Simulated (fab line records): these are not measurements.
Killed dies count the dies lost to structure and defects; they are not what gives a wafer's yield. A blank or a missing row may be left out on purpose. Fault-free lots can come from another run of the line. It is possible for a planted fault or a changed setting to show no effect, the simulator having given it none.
Comparing a struck lot with a sound one -- flow n5 finfet -- 38 out of 1938 route steps
Sound: the wafers L361.1, L361.4, L361.5. Struck: wafer L369.3. (L369.1, L369.2 of the same lot were not struck and are left out.) The cause comes at the end.
Per side, at each step with rows, come the tool, then ch with its chambers, and then its first start. Under that, the readings that differ: sound wafers -- struck wafers -- difference of the means -- sigmas: that difference in standard deviations of wafers without a fault.
alike: a reading whose means differ by less than 2 such deviations, as well as words and numbers matching on both sides. not compared: withheld readings; readings where some wafer has no value; bounds like >300 that might hide an equal value; numbers whose values overlap and for which the record gives no deviation.
Wherever a step has rows on one side only, a row that says differs or no value, or a row with sigmas, the two part there. Numbers that have no deviation but don't overlap get no sigmas and don't part them. A reading missing from all wafers of one side parts the sides only when that side holds two or more wafers.

first, 9 steps without rows for these wafers: N5_BEOL_M4_ANNEAL_95 (time 240 s); N5_BEOL_M4_SPUTTER_96 (material Cu, target thk 4.5 nm, time 8.29 s); N5_BEOL_M4_ECD_50 (material Cu, target thk 300 nm); N5_BEOL_M4_ANNEAL_51 (time 90 s); N5_BEOL_M4_CMP_52 (polishes, stops on SiOC, t overpolish 6.8 s, target thk 40 nm); N5_BEOL_M4_PRE_CLEAN_60 (time 15 s); N5_BEOL_M4_CO_CAP_55 (material Co, precursor CCTBA/H2, target thk 2 nm, time 102.1 s); N5_BEOL_M4_PRE_CLEAN_56 (time 15 s); N5_BEOL_M4_DEP_57 (deposits SiCN from 3MS/NH3, target thk 8 nm, time 14 s).
N5_BEOL_M4_RC_MEAS_101:
  sound on prober-02 ch 0, day 8 19:49; struck on prober-02 ch 0, day 10 18:49
reading,sound,struck,difference,sigmas
DIBL_P (mV/V),33.4 35.6 34.0,40.7,+6.4,+3
  alike: DIBL_N, IOFF_N, IOFF_P, ION_N, ION_P, SS_N, SS_P, VT_N, VT_P
then, 24 steps without rows for these wafers: N5_BEOL_M5_ILD_DEP_00 (deposits SiCOH lowk from DEMS/porogen, target thk 140.64 nm, time 25.9 s); N5_BEOL_M5_CURE_79 (cures SiCOH lowk, time 240 s); N5_BEOL_M5_PECVD_70 (deposits SiO2 from TEOS/O2, target thk 16 nm, time 18 s); N5_BEOL_M5_HM_DEP_02 (deposits TiN, target thk 20 nm); N5_BEOL_M5_COAT_59 (time 60 s, resist thk 60 nm); N5_BEOL_M5_COAT_60 (time 60 s, resist thk 12 nm); N5_BEOL_M5_COAT_71 (time 60 s, resist thk 5 nm); N5_BEOL_M5_COAT_05 (resist thk 30 nm); N5_BEOL_M5_EBR_07; N5_BEOL_M5_SOFTBAKE_06 (time 60 s); N5_BEOL_M5_EXPOSE_08 (exposes mask M5, target cd 28 nm); N5_BEOL_M5_PEB_09 (peb time 60 s); N5_BEOL_M5_DEVELOP_10 (develop time 30 s); N5_BEOL_M5_DESCUM_16 (chemistry O2, time 7 s); N5_BEOL_M5_ETCH_72 (etches underlayer in N2/H2, target depth 6.5 nm, time 5.2 s); N5_BEOL_M5_ETCH_61 (etches SiARC in CF4, target depth 15.6 nm, time 26 s); N5_BEOL_M5_ETCH_62 (etches SOC in N2/H2, target depth 75 nm, overetch 15 nm, time 112.5 s); N5_BEOL_M5_STRIP_63 (strips in N2/H2); N5_BEOL_M5_STRIP_73 (strips in N2/H2); N5_BEOL_M5_STRIP_64 (strips in CF4); N5_BEOL_M5_HM_OPEN_17 (chemistry Cl2/BCl3, target TiN, target depth 20 nm, overetch 6 nm); N5_BEOL_M5_STRIP_19 (strips in O2); N5_BEOL_M5_COAT_65 (time 60 s, resist thk 60 nm); N5_BEOL_M5_COAT_66 (time 60 s, resist thk 12 nm).
-- here the record skips 4 days between the struck wafers' starts before and after, leaving off in module BEOL_M5 and picking up in module BEOL_M14 (first step shown: number 1767 of the route) --
N5_BEOL_M14_CMP_49: polishes, stops on SiO2, t overpolish 5.2 s, target thk 560 nm.
  sound on cmp-02 ch 1,2, day 11 22:10; struck on cmp-02 ch 0, day 14 08:53
reading,sound,struck,difference,sigmas
barrier field endpoint s (s),10.97 11.47 11.28,24.34,+13.10,+47
overpolish run s (s),5.199 5.196 5.191,1.657,-3.538,-99 or more
time to endpoint s (s),112 127 124,155,+34,+8
  alike: motor current A, retaining ring pressure frac
N5_BEOL_M14_THK_MEAS_50: measures by xrf.
  sound on film metro-01, day 11 22:25; struck on film metro-01, day 14 09:10
reading,sound,struck,difference,sigmas
M14_THK (nm),565 565 568,1057,+491,+41
N5_BEOL_M14_INSPECT_55: inspects for defects (darkfield).
  sound on defect inspect-01, day 11 22:34; struck on defect inspect-02, day 14 09:20
reading,sound,struck,difference,sigmas
raw defect count,34 41 74,6471,+6421,+99 or more
N5_PASSIVATION_PROBE_49:
  sound on prober-02, day 12 19:43; struck on prober-01, day 15 05:37
reading,sound,struck,difference,sigmas
defect limited yield (%),93.5 91.9 92.0,0,-92,-66
killed_at_M0_to_M3,19 32 19,59,+36,+4
killed_at_M4_up,19 11 8,1069,+1056,+99 or more
killed at other,6 6 10,1,-6,-2
killed dies,77 96 94,1180,+1091,+64
killed on rim,7 10 16,152,+141,+35
killed open,48 62 60,101,+44,+3
sort_bin_5_function (%),3.5 3.3 4.5,6.9,+3.1,+3
sort n pass,1103 1084 1086,0,-1091,-64
sort yield pct (%),93.5 91.9 92.0,0,-92,-66
  alike: killed at contacts, killed at front end, killed short, sort_bin_6_memory

## WHERE THEY PART
Earliest at N5_BEOL_M4_RC_MEAS_101; latest, in this record, at N5_PASSIVATION_PROBE_49.

WHY: the cause the simulator had injected
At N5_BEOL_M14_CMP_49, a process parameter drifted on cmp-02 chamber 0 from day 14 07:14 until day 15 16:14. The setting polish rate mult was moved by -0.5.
